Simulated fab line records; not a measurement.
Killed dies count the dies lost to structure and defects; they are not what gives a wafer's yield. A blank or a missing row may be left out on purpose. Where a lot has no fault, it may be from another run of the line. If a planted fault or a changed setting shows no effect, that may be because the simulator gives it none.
Matching of chambers | flow nand-harc | NHARC_A_M0_DESCUM_14 on rie-diel-06: 4 sister chambers
The step chemistry O2, time 3 s. 4 wafers are shown with their chamber, then 11 later ones without.

## EACH WAFER AND ITS CHAMBER
wafer  | chamber | drypump-motor-current-A (A)
L083.6 | 0       | 5.0
L089.1 | 1       | 4.7
L089.5 | 2       | 6.1
L093.1 | 3       | 5.9

## WAFERS WITH NO CHAMBER GIVEN
wafer  | drypump-motor-current-A (A)
L093.2 | 5.0
L093.6 | 6.2
L094.1 | 6.1
L094.2 | 4.7
L094.6 | 5.0
L095.2 | 6.1
L095.4 | 5.8
L095.5 | 6.1
L097.1 | 6.1
L097.3 | 5.9
L097.6 | 5.9

## WHICH CHAMBER EACH ONE RAN IN
wafer  | from the rows above | in truth
L093.2 | 0                   | 0
L093.6 | 2                   | 2
L094.1 | 2                   | 2
L094.2 | 1                   | 1
L094.6 | 0                   | 0
L095.2 | 2                   | 2
L095.4 | 3                   | 3
L095.5 | 2                   | 2
L097.1 | 2                   | 2
L097.3 | 3                   | 3
L097.6 | 3                   | 3
Correctly placed: 11 of 11. From these rows, 0 cannot be placed. Wrongly placed: 0.
How it was worked out, from the rows above alone: a wafer's distance from a chamber is the root of the sum, over the readings, of the square of ((its reading less the chamber's mean) divided by the reading's scatter). If the next closest chamber is less than 2 further off than the closest, the wafer can't be placed; otherwise it belongs to the closest. The mean given for a chamber averages the wafers shown for that chamber. The scatter: with one shown wafer a chamber, the root of the mean of the squares of how far each hidden wafer lies from its nearest shown one.
